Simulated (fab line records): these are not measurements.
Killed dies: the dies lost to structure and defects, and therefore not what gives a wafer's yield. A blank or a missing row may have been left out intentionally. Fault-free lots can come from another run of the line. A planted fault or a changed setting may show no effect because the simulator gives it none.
fab line records ; flow nand_harc ; part 1 of 2: steps 1 to 19 of 27
record: lots: 5; wafers: 15; last_day: 24
route steps=1159 shown A_STAIRCASE@587
lots that met no fault: from a run of the same line without faults
start_h: hours from the record's opening day to when the first of the lot's shown wafers began ; wait_h: hours since the lot's step before ; " identical to the entry in the row above ; L1.1+2: several wafers, shown together as one row ; - no value, or no start was given ; * or withheld: withheld ; < > ~ a bound
route shown NAME@n: a module of which the file shows steps, and the number in the route of the first ; usual: mean/standard deviation taken from wafers without a fault ; same: alike in all rows ; chamber/n: place in a boat ; sites: readings site by site ; _std_site: the values' standard deviation ; _edge_site: inner sites' mean taken away from outer sites' mean ; radius_mm: for every site, how far away it sits from the centre of the wafer ; mask NAME#n: copy n ; behind: the tool/chamber that last shaped the wafer ; hold: reason for holding the lot/hours on hold/outcome of the hold ; device: transistor that didn't switch, given as n, p or np ; end of line: the route-end tests of the same wafers ; a step with no rows: only its recipe ; killed: the dies lost at the first sort to structure and to defects; this is not the yield of the wafer ; map: shows each die of a wafer: x if killed, . if not, _ if none is there
set.NAME: the setting as run; set.NAME@STEP: as run at that earlier step ; model.NAME: the simulator's own value behind a step, which no gauge read
lots at selected steps of the route; one table per step, one row per wafer
services: a tool's chamber out of use, with start hour (start_h, from the record's first day; less than 0 if before it), hours out, and reason
== steps ==
step: NHARC_A_STAIRCASE_TRIM_193
recipe: time_s: 211.2; o2_flow_sccm: 500; ar_flow_sccm: 0; bias_w: 0; chemistry: O2
usual: drypump_motor_current_A: 5.7/0.46; oes_product_au: 1.003/0.0089; rf_vpp_V: 57.8/0.81; showerhead_plenum_p_Torr: 3.56/0.11; throttle_valve_pct: 17.036/0.0082
lot.wafer;tool;chamber;start_h;wait_h;drypump_motor_current_A;oes_product_au;rf_hours_counter_h;rf_vpp_V;showerhead_plenum_p_Torr;throttle_valve_pct
L074.1;rie_diel-09;3;-;-;5.7;1.009;62;57.9;3.42;17.042
L074.3;rie_diel-09;1;-;-;6.7;1.012;59;57.4;3.70;17.039
L074.5;rie_diel-09;3;-;-;5.7;1.015;-;57.3;3.42;17.045
L084.4;rie_diel-11;0;-;-;6.0;1.006;38;57.9;3.52;17.041
L084.6;rie_diel-11;3;-;-;5.0;1.001;-;58.1;3.49;17.041
L084.5;rie_diel-11;0;-;-;6.0;1.018;-;57.8;3.52;17.030
L089.3;rie_diel-04;2;-;-;5.6;1.016;14;57.9;3.66;17.033
L089.2;rie_diel-04;0;-;-;5.8;1.012;14;58.5;3.64;17.049
L089.6;rie_diel-04;1;-;-;5.2;1.008;-;59.4;3.67;17.041
L095.3;rie_diel-04;1;-;-;5.2;1.013;25;57.4;3.67;17.032
L095.2;rie_diel-04;0;-;-;5.8;0.987;25;57.4;3.63;17.035
L095.6;rie_diel-04;2;-;-;5.6;1.003;-;59.2;3.66;17.029
L097.4;rie_diel-09;2;-;-;5.4;0.998;36;57.2;3.55;17.045
L097.5;rie_diel-09;1;-;-;6.8;0.997;-;57.8;3.67;17.038
L097.6;rie_diel-09;2;-;-;5.4;0.995;-;57.3;3.55;17.036
step: NHARC_A_STAIRCASE_ETCH_194
recipe: target_depth_a: 1000; time_s: 40.5; ion_energy_ev: 400; c4f8_flow_sccm: 20; o2_flow_sccm: 10; ar_flow_sccm: withheld; rf_w: 600; bias_w: 1000; chemistry: C4F8/O2
usual: oes_product_au: 0.946/0.012; rf_vpp_V: 897/3.8
lot.wafer;tool;chamber;start_h;wait_h;oes_product_au;rf_hours_counter_h;rf_vpp_V
L074.3;rie_diel-09;2;-;-;0.943;59;898
L074.1;rie_diel-09;1;-;-;0.937;59;903
L074.5;rie_diel-09;1;-;-;0.940;-;902
L084.4;rie_diel-11;2;-;-;0.945;34;899
L084.6;rie_diel-11;3;-;-;0.944;-;895
L084.5;rie_diel-11;0;-;-;0.959;-;896
L089.3;rie_diel-04;1;-;-;0.954;12;901
L089.2;rie_diel-04;2;-;-;0.952;14;901
L089.6;rie_diel-04;0;-;-;0.960;-;900
L095.3;rie_diel-04;1;-;-;0.937;25;899
L095.2;rie_diel-04;0;-;-;0.945;25;900
L095.6;rie_diel-04;2;-;-;0.955;-;900
L097.4;rie_diel-09;1;-;-;0.927;38;901
L097.6;rie_diel-09;1;-;-;0.937;-;901
L097.5;rie_diel-09;2;-;-;0.946;-;897
step: NHARC_A_STAIRCASE_TRIM_196
recipe: time_s: 211.2; o2_flow_sccm: 500; ar_flow_sccm: 0; bias_w: 0; chemistry: O2
usual: drypump_motor_current_A: 5.7/0.46; oes_product_au: 1.002/0.011; rf_vpp_V: 57.8/0.92; showerhead_plenum_p_Torr: 3.58/0.11; throttle_valve_pct: 17.037/0.0085
lot.wafer;tool;chamber;start_h;wait_h;drypump_motor_current_A;oes_product_au;rf_hours_counter_h;rf_vpp_V;showerhead_plenum_p_Torr;throttle_valve_pct
L074.3;rie_diel-09;1;241.04;0.1;6.8;1.000;59;58.1;3.70;17.049
L074.1;rie_diel-09;2;241.04;0.1;5.4;1.005;59;55.9;3.57;17.037
L074.5;rie_diel-09;3;241.04;0.1;5.8;0.985;-;56.7;3.42;17.045
L084.4;rie_diel-09;1;295.05;0.1;6.8;0.983;12;59.5;3.69;17.024
L084.5;rie_diel-09;2;295.05;0.1;5.4;0.997;-;58.3;3.56;17.049
L084.6;rie_diel-09;3;295.05;0.1;5.7;1.006;-;57.4;3.41;17.041
L089.3;rie_diel-04;0;334.05;0.1;5.8;1.008;14;59.3;3.64;17.019
L089.2;rie_diel-04;2;334.05;0.1;5.6;1.001;14;59.5;3.66;17.034
L089.6;rie_diel-04;0;334.05;0.1;5.8;1.017;-;58.4;3.64;17.030
L095.3;rie_diel-04;2;368.92;0.1;5.6;1.011;28;59.1;3.66;17.046
L095.2;rie_diel-04;3;368.92;0.1;6.0;0.995;26;56.4;3.49;17.031
L095.6;rie_diel-04;3;368.92;0.1;6.0;1.006;-;58.3;3.49;17.035
L097.4;rie_diel-09;0;369.38;0.1;5.5;1.015;39;58.7;3.68;17.032
L097.5;rie_diel-09;2;369.38;0.1;5.4;0.987;-;57.4;3.55;17.031
L097.6;rie_diel-09;3;369.38;0.1;5.8;1.001;-;58.9;3.40;17.039
step: NHARC_A_STAIRCASE_ETCH_197
recipe: target_depth_a: 1000; time_s: 40.5; ion_energy_ev: 400; c4f8_flow_sccm: 20; o2_flow_sccm: 10; ar_flow_sccm: withheld; rf_w: 600; bias_w: 1000; chemistry: C4F8/O2
usual: oes_product_au: 0.953/0.017; rf_vpp_V: 898/3.9
lot.wafer;tool;chamber;start_h;wait_h;oes_product_au;rf_hours_counter_h;rf_vpp_V
L074.3;rie_diel-09;2;-;-;0.938;59;896
L074.1;rie_diel-09;3;-;-;0.947;62;893
L074.5;rie_diel-09;1;-;-;0.944;-;902
L084.4;rie_diel-09;0;-;-;0.979;13;902
L084.5;rie_diel-09;3;-;-;0.959;-;891
L084.6;rie_diel-09;0;-;-;0.995;-;901
L089.2;rie_diel-04;2;-;-;0.950;14;903
L089.3;rie_diel-04;1;-;-;0.946;13;901
L089.6;rie_diel-04;2;-;-;0.951;-;900
L095.2;rie_diel-04;1;-;-;0.958;25;900
L095.3;rie_diel-04;2;-;-;0.953;28;902
L095.6;rie_diel-04;2;-;-;0.943;-;902
L097.4;rie_diel-09;0;-;-;0.941;39;900
L097.5;rie_diel-09;3;-;-;0.941;-;891
L097.6;rie_diel-09;0;-;-;0.949;-;901
step: NHARC_A_STAIRCASE_TRIM_198
recipe: time_s: 211.2; o2_flow_sccm: 500; ar_flow_sccm: 0; bias_w: 0; chemistry: O2
usual: drypump_motor_current_A: 5.7/0.46; oes_product_au: 1.003/0.0089; rf_vpp_V: 57.9/0.79; showerhead_plenum_p_Torr: 3.58/0.1; throttle_valve_pct: 17.037/0.0081
lot.wafer;tool;chamber;start_h;wait_h;drypump_motor_current_A;oes_product_au;rf_hours_counter_h;rf_vpp_V;showerhead_plenum_p_Torr;throttle_valve_pct
L074.3;rie_diel-09;2;-;-;5.4;0.993;59;56.9;3.57;17.028
L074.1;rie_diel-09;3;-;-;5.7;1.003;62;56.7;3.42;17.044
L074.5;rie_diel-09;2;-;-;5.4;1.000;-;59.5;3.57;17.028
L084.4;rie_diel-09;0;-;-;5.5;1.021;13;57.6;3.69;17.038
L084.5;rie_diel-09;2;-;-;5.4;1.007;-;59.2;3.56;17.023
L084.6;rie_diel-09;3;-;-;5.7;0.999;-;57.5;3.41;17.034
L089.3;rie_diel-04;0;-;-;5.7;1.011;14;57.0;3.64;17.042
L089.2;rie_diel-04;2;-;-;5.6;1.012;14;56.9;3.66;17.037
L089.6;rie_diel-04;3;-;-;6.1;1.010;-;58.5;3.50;17.042
L095.2;rie_diel-04;2;-;-;5.6;1.020;28;57.1;3.66;17.026
L095.3;rie_diel-04;0;-;-;5.8;1.001;25;58.5;3.63;17.028
L095.6;rie_diel-04;2;-;-;5.6;1.002;-;57.2;3.66;17.039
L097.4;rie_diel-09;1;-;-;6.7;0.984;38;58.2;3.67;17.032
L097.6;rie_diel-09;0;-;-;5.5;1.014;-;58.8;3.68;17.041
L097.5;rie_diel-09;1;-;-;6.8;0.985;-;57.2;3.67;17.035
step: NHARC_A_STAIRCASE_ETCH_199
recipe: target_depth_a: 1000; time_s: 40.5; ion_energy_ev: 400; c4f8_flow_sccm: 20; o2_flow_sccm: 10; ar_flow_sccm: withheld; rf_w: 600; bias_w: 1000; chemistry: C4F8/O2
usual: oes_product_au: 0.951/0.013; rf_vpp_V: 898/4
lot.wafer;tool;chamber;start_h;wait_h;oes_product_au;rf_hours_counter_h;rf_vpp_V
L074.1;rie_diel-09;1;-;-;0.948;60;901
L074.3;rie_diel-09;2;-;-;0.946;60;899
L074.5;rie_diel-09;3;-;-;0.945;-;894
L084.4;rie_diel-09;3;-;-;0.947;12;893
L084.5;rie_diel-09;1;-;-;0.949;-;902
L084.6;rie_diel-09;2;-;-;0.953;-;897
L089.2;rie_diel-04;3;-;-;0.960;13;894
L089.3;rie_diel-04;0;-;-;0.946;14;900
L089.6;rie_diel-04;2;-;-;0.953;-;902
L095.2;rie_diel-04;2;-;-;0.959;28;901
L095.3;rie_diel-04;1;-;-;0.953;25;901
L095.6;rie_diel-04;3;-;-;0.951;-;895
L097.4;rie_diel-09;0;-;-;0.934;42;900
L097.5;rie_diel-09;2;-;-;0.930;-;897
L097.6;rie_diel-09;3;-;-;0.951;-;892
step: NHARC_A_STAIRCASE_TRIM_200
recipe: time_s: 211.2; o2_flow_sccm: 500; ar_flow_sccm: 0; bias_w: 0; chemistry: O2
usual: drypump_motor_current_A: 5.7/0.47; oes_product_au: 1.003/0.01; rf_vpp_V: 57.9/0.8; showerhead_plenum_p_Torr: 3.58/0.099; throttle_valve_pct: 17.036/0.0086
lot.wafer;tool;chamber;start_h;wait_h;drypump_motor_current_A;oes_product_au;rf_hours_counter_h;rf_vpp_V;showerhead_plenum_p_Torr;throttle_valve_pct
L074.3;rie_diel-09;3;-;-;5.8;1.011;62;58.3;3.42;17.034
L074.1;rie_diel-09;2;-;-;5.4;1.000;60;57.9;3.57;17.035
L074.5;rie_diel-09;3;-;-;5.8;1.002;-;57.0;3.42;17.062
L084.4;rie_diel-09;0;-;-;5.5;1.012;13;58.6;3.69;17.042
L084.6;rie_diel-09;1;-;-;6.7;0.982;-;56.8;3.69;17.036
L084.5;rie_diel-09;2;-;-;5.4;1.005;-;57.2;3.56;17.036
L089.2;rie_diel-04;1;-;-;5.2;1.019;13;59.7;3.67;17.038
L089.3;rie_diel-04;2;-;-;5.6;1.017;14;57.9;3.66;17.044
L089.6;rie_diel-04;0;-;-;5.8;1.015;-;57.4;3.64;17.028
L095.3;rie_diel-04;1;-;-;5.2;1.024;25;58.5;3.67;17.017
L095.2;rie_diel-04;3;-;-;6.1;1.008;26;57.4;3.49;17.026
L095.6;rie_diel-04;0;-;-;5.8;0.995;-;57.6;3.63;17.025
L097.4;rie_diel-09;1;-;-;6.7;0.998;40;56.8;3.67;17.029
L097.6;rie_diel-09;1;-;-;6.7;0.999;-;57.6;3.67;17.036
L097.5;rie_diel-09;2;-;-;5.4;0.996;-;59.1;3.55;17.031
step: NHARC_A_STAIRCASE_ETCH_201
recipe: target_depth_a: 1000; time_s: 40.5; ion_energy_ev: 400; c4f8_flow_sccm: 20; o2_flow_sccm: 10; ar_flow_sccm: withheld; rf_w: 600; bias_w: 1000; chemistry: C4F8/O2
usual: oes_product_au: 0.945/0.015; rf_vpp_V: 898/3.8
lot.wafer;tool;chamber;start_h;wait_h;oes_product_au;rf_hours_counter_h;rf_vpp_V
L074.3;rie_diel-09;1;-;-;0.937;60;902
L074.1;rie_diel-09;2;-;-;0.939;60;897
L074.5;rie_diel-09;1;-;-;0.946;-;902
L084.4;rie_diel-09;0;-;-;0.974;14;902
L084.6;rie_diel-09;0;-;-;0.972;-;903
L084.5;rie_diel-09;1;-;-;0.929;-;902
L089.3;rie_diel-04;1;-;-;0.953;13;902
L089.2;rie_diel-04;3;-;-;0.943;13;895
L089.6;rie_diel-04;0;-;-;0.933;-;901
L095.2;rie_diel-04;0;-;-;0.933;25;900
L095.3;rie_diel-04;1;-;-;0.945;25;901
L095.6;rie_diel-04;1;-;-;0.948;-;901
L097.4;rie_diel-09;0;-;-;0.925;42;902
L097.5;rie_diel-09;3;-;-;0.923;-;891
L097.6;rie_diel-09;0;-;-;0.928;-;901
step: NHARC_A_STAIRCASE_TRIM_202
recipe: time_s: 211.2; o2_flow_sccm: 500; ar_flow_sccm: 0; bias_w: 0; chemistry: O2
usual: drypump_motor_current_A: 5.8/0.46; oes_product_au: 1.003/0.011; rf_vpp_V: 57.9/0.91; showerhead_plenum_p_Torr: 3.58/0.11; throttle_valve_pct: 17.036/0.009
lot.wafer;tool;chamber;start_h;wait_h;drypump_motor_current_A;oes_product_au;rf_hours_counter_h;rf_vpp_V;showerhead_plenum_p_Torr;throttle_valve_pct
L074.3;rie_diel-09;2;-;-;5.4;0.989;60;58.4;3.57;17.033
L074.1;rie_diel-09;1;-;-;6.8;0.993;60;58.4;3.70;17.033
L074.5;rie_diel-09;2;-;-;5.4;0.995;-;57.9;3.57;17.037
L084.4;rie_diel-09;2;-;-;5.4;1.010;12;59.6;3.56;17.028
L084.5;rie_diel-09;1;-;-;6.8;0.988;-;60.8;3.69;17.034
L084.6;rie_diel-09;2;-;-;5.4;0.998;-;57.0;3.56;17.050
L089.2;rie_diel-04;0;-;-;5.7;1.006;14;59.2;3.64;17.045
L089.3;rie_diel-04;1;-;-;5.2;0.998;13;57.9;3.67;17.046
L089.6;rie_diel-04;1;-;-;5.2;1.011;-;57.4;3.67;17.020
L095.3;rie_diel-04;3;-;-;6.1;1.004;28;57.8;3.49;17.013
L095.2;rie_diel-04;0;-;-;5.8;1.014;27;59.1;3.63;17.044
L095.6;rie_diel-04;2;-;-;5.6;1.019;-;56.9;3.65;17.015
L097.4;rie_diel-09;1;-;-;6.8;0.979;41;58.3;3.67;17.040
L097.6;rie_diel-09;1;-;-;6.8;0.986;-;56.6;3.67;17.037
L097.5;rie_diel-09;2;-;-;5.4;0.984;-;59.3;3.55;17.040
step: NHARC_A_STAIRCASE_ETCH_203
recipe: target_depth_a: 1000; time_s: 40.5; ion_energy_ev: 400; c4f8_flow_sccm: 20; o2_flow_sccm: 10; ar_flow_sccm: withheld; rf_w: 600; bias_w: 1000; chemistry: C4F8/O2
usual: oes_product_au: 0.944/0.011; rf_vpp_V: 898/3.7
lot.wafer;tool;chamber;start_h;wait_h;oes_product_au;rf_hours_counter_h;rf_vpp_V
L074.3;rie_diel-09;1;-;-;0.945;60;901
L074.1;rie_diel-09;3;-;-;0.940;62;892
L074.5;rie_diel-09;3;-;-;0.938;-;893
L084.4;rie_diel-09;2;-;-;0.929;12;897
L084.6;rie_diel-09;3;-;-;0.944;-;892
L084.5;rie_diel-09;0;-;-;0.962;-;903
L089.2;rie_diel-04;0;-;-;0.947;14;899
L089.3;rie_diel-04;2;-;-;0.961;14;898
L089.6;rie_diel-04;0;-;-;0.949;-;899
L097.4;rie_diel-09;3;-;-;0.963;39;892
L097.6;rie_diel-09;2;-;-;0.945;-;896
L097.5;rie_diel-09;3;-;-;0.962;-;892
L095.2;rie_diel-04;3;-;-;0.916;30;896
L095.3;rie_diel-04;2;-;-;0.934;31;900
L095.6;rie_diel-04;3;-;-;0.926;-;894
step: NHARC_A_STAIRCASE_STRIP_205
recipe: power_w: 1500; temp_c: 250; chemistry: O2
usual: drypump_motor_current_A: 5.7/0.61; heater_power_w: 363/30
lot.wafer;tool;chamber;start_h;wait_h;drypump_motor_current_A;heater_power_w;rf_hours_counter_h
L074.1;plasma_asher-01;1;242.55;0.3;4.8;387;45
L074.3;plasma_asher-01;0;242.55;0.3;5.7;376;-
L074.5;plasma_asher-01;0;242.55;0.3;5.8;388;-
L084.4;plasma_asher-02;1;296.22;0.2;5.8;321;-
L084.6;plasma_asher-02;0;296.22;0.2;6.6;346;-
L084.5;plasma_asher-02;1;296.22;0.2;5.8;324;-
L089.2;plasma_asher-01;1;335.17;0.1;4.8;423;16
L089.3;plasma_asher-01;0;335.17;0.1;5.8;376;-
L089.6;plasma_asher-01;0;335.17;0.1;5.7;371;-
L097.4;plasma_asher-02;0;372.51;0.2;6.6;361;-
L097.6;plasma_asher-02;0;372.51;0.2;6.6;355;-
L097.5;plasma_asher-02;1;372.51;0.2;5.8;323;-
L095.2;plasma_asher-02;1;373.37;0.1;5.8;335;2
L095.3;plasma_asher-02;0;373.37;0.1;6.5;359;-
L095.6;plasma_asher-02;1;373.37;0.1;5.8;315;-
step: NHARC_A_STAIRCASE_STRIP_206
recipe: time_s: 900; temp_c: 130; chemistry: SPM
usual: bath_guard_temp_C: 130.0/0.49
lot.wafer;tool;chamber;start_h;wait_h;bath_guard_temp_C
L074.1;wet_bench-06;6;242.87;0.3;129.7
L074.5;wet_bench-06;7;242.87;0.3;128.9
L074.3;wet_bench-06;0;242.87;0.3;130.5
L084.6;wet_bench-07;2;296.44;0.1;130.4
L084.5;wet_bench-07;5;296.44;0.1;129.8
L084.4;wet_bench-07;6;296.44;0.1;129.5
L089.2;wet_bench-06;0;335.48;0.3;130.8
L089.3;wet_bench-06;1;335.48;0.3;129.7
L089.6;wet_bench-06;2;335.48;0.3;130.2
L097.4;wet_bench-09;6;372.76;0.2;130.4
L097.5;wet_bench-09;0;372.76;0.2;129.5
L097.6;wet_bench-09;3;372.76;0.2;130.7
L095.3;wet_bench-07;5;373.69;0.2;130.2
L095.2;wet_bench-07;7;373.69;0.2;129.5
L095.6;wet_bench-07;0;373.69;0.2;129.9
step: NHARC_A_STAIRCASE_PRECLEAN_207
recipe: time_s: *; temp_c: 50; bath_age_min: 0; chemistry: SC1
usual: bath_guard_temp_C: 50.0/0.52; sc1_h2o2_end_mol_l: 0.3698/0.00065
lot.wafer;tool;chamber;start_h;wait_h;bath_guard_temp_C;sc1_h2o2_end_mol_l
L074.1;wet_bench-06;6;-;-;49.6;0.3695
L074.5;wet_bench-06;7;-;-;48.1;0.3692
L074.3;wet_bench-06;0;-;-;50.5;0.3705
L084.6;wet_bench-07;2;-;-;50.9;0.3697
L084.5;wet_bench-07;5;-;-;49.9;0.3693
L084.4;wet_bench-07;6;-;-;49.6;0.3706
L089.2;wet_bench-06;0;-;-;50.7;0.3708
L089.3;wet_bench-06;1;-;-;50.0;0.3704
L089.6;wet_bench-06;2;-;-;50.0;0.3698
L097.4;wet_bench-09;6;-;-;50.3;0.3691
L097.5;wet_bench-09;0;-;-;50.0;0.3691
L097.6;wet_bench-09;3;-;-;50.6;0.3692
L095.3;wet_bench-07;5;-;-;50.2;0.3696
L095.2;wet_bench-07;7;-;-;49.9;0.3694
L095.6;wet_bench-07;0;-;-;50.3;0.3697
step: NHARC_A_STAIRCASE_SRD_208
lot.wafer;tool;chamber;start_h;wait_h
L074.1+5+3;wet_bench-06;6,7,0;-;-
L084.6+5+4;wet_bench-07;2,5,6;-;-
L089.2+3+6;wet_bench-06;0,1,2;-;-
L097.4+5+6;wet_bench-09;6,0,3;-;-
L095.3+2+6;wet_bench-07;5,7,0;-;-
step: NHARC_A_STAIRCASE_DEHYDRATE_209
recipe: temp_c: 150; time_s: 120
usual: exhaust_pa: 45.0/0.81; plate_temp_C: 149.98/0.17
lot.wafer;tool;chamber;start_h;wait_h;exhaust_pa;plate_temp_C
L074.1;litho_track-03;0;243.30;-;45.8;149.61
L074.3;litho_track-03;0;243.30;-;45.5;149.81
L074.5;litho_track-03;0;243.30;-;44.4;150.00
L084.4;litho_track-02;0;296.88;-;44.8;149.89
L084.5;litho_track-02;0;296.88;-;45.8;149.74
L084.6;litho_track-02;0;296.88;-;45.7;150.03
L089.2;litho_track-02;0;335.92;-;44.8;150.28
L089.3;litho_track-02;0;335.92;-;45.4;150.12
L089.6;litho_track-02;0;335.92;-;46.1;150.01
L097.4;litho_track-02;0;373.22;-;45.7;150.12
L097.5;litho_track-02;0;373.22;-;45.1;149.99
L097.6;litho_track-02;0;373.22;-;44.5;150.05
L095.2;litho_track-03;0;374.13;-;43.5;149.89
L095.3;litho_track-03;0;374.13;-;43.7;149.87
L095.6;litho_track-03;0;374.13;-;43.6;149.96
step: NHARC_A_STAIRCASE_HMDS_210
recipe: time_s: 30
usual: exhaust_pa: 44.9/0.95
lot.wafer;tool;chamber;start_h;wait_h;exhaust_pa
L074.1;litho_track-03;0;-;-;44.9
L074.3;litho_track-03;0;-;-;44.1
L074.5;litho_track-03;0;-;-;43.7
L084.4;litho_track-02;0;-;-;43.7
L084.5;litho_track-02;0;-;-;44.6
L084.6;litho_track-02;0;-;-;45.2
L089.2;litho_track-02;0;-;-;43.6
L089.3;litho_track-02;0;-;-;44.6
L089.6;litho_track-02;0;-;-;44.4
L097.4;litho_track-02;0;-;-;43.5
L097.5;litho_track-02;0;-;-;46.0
L097.6;litho_track-02;0;-;-;44.5
L095.2;litho_track-03;0;-;-;45.3
L095.3;litho_track-03;0;-;-;46.4
L095.6;litho_track-03;0;-;-;43.9
step: NHARC_A_STAIRCASE_COAT_211
recipe: spin_rpm: 1200
usual: exhaust_pa: 44.9/0.75
lot.wafer;tool;chamber;start_h;wait_h;exhaust_pa
L074.1;litho_track-03;0;-;-;44.8
L074.3;litho_track-03;0;-;-;45.7
L074.5;litho_track-03;0;-;-;45.5
L084.4;litho_track-02;0;-;-;44.1
L084.5;litho_track-02;0;-;-;44.7
L084.6;litho_track-02;0;-;-;45.2
L089.2;litho_track-02;0;-;-;44.8
L089.3;litho_track-02;0;-;-;44.9
L089.6;litho_track-02;0;-;-;43.5
L097.4;litho_track-02;0;-;-;45.3
L097.5;litho_track-02;0;-;-;44.7
L097.6;litho_track-02;0;-;-;45.1
L095.2;litho_track-03;0;-;-;44.7
L095.3;litho_track-03;0;-;-;45.8
L095.6;litho_track-03;0;-;-;44.4
step: NHARC_A_STAIRCASE_SOFTBAKE_212
recipe: temp_c: 135; time_s: 170
usual: exhaust_pa: 45.1/0.82; plate_temp_C: 134.99/0.14
lot.wafer;tool;chamber;start_h;wait_h;exhaust_pa;plate_temp_C
L074.1;litho_track-03;0;-;-;45.3;134.80
L074.3;litho_track-03;0;-;-;44.9;135.17
L074.5;litho_track-03;0;-;-;44.8;135.03
L084.4;litho_track-02;0;-;-;45.2;134.86
L084.5;litho_track-02;0;-;-;45.0;134.90
L084.6;litho_track-02;0;-;-;44.8;134.93
L089.2;litho_track-02;0;-;-;45.4;134.87
L089.3;litho_track-02;0;-;-;45.9;134.90
L089.6;litho_track-02;0;-;-;46.9;134.89
L097.4;litho_track-02;0;-;-;45.8;135.00
L097.5;litho_track-02;0;-;-;45.6;134.94
L097.6;litho_track-02;0;-;-;44.6;134.83
L095.2;litho_track-03;0;-;-;43.9;134.79
L095.3;litho_track-03;0;-;-;44.3;134.74
L095.6;litho_track-03;0;-;-;44.9;135.03
step: NHARC_A_STAIRCASE_EBR_213
usual: exhaust_pa: 45.2/0.86
lot.wafer;tool;chamber;start_h;wait_h;exhaust_pa
L074.1;litho_track-03;0;-;-;44.8
L074.3;litho_track-03;0;-;-;45.2
L074.5;litho_track-03;0;-;-;45.7
L084.4;litho_track-02;0;-;-;44.1
L084.5;litho_track-02;0;-;-;44.5
L084.6;litho_track-02;0;-;-;45.1
L089.2;litho_track-02;0;-;-;43.7
L089.3;litho_track-02;0;-;-;42.6
L089.6;litho_track-02;0;-;-;44.7
L097.4;litho_track-02;0;-;-;44.7
L097.5;litho_track-02;0;-;-;45.8
L097.6;litho_track-02;0;-;-;45.9
L095.2;litho_track-03;0;-;-;45.0
L095.3;litho_track-03;0;-;-;45.6
L095.6;litho_track-03;0;-;-;45.2
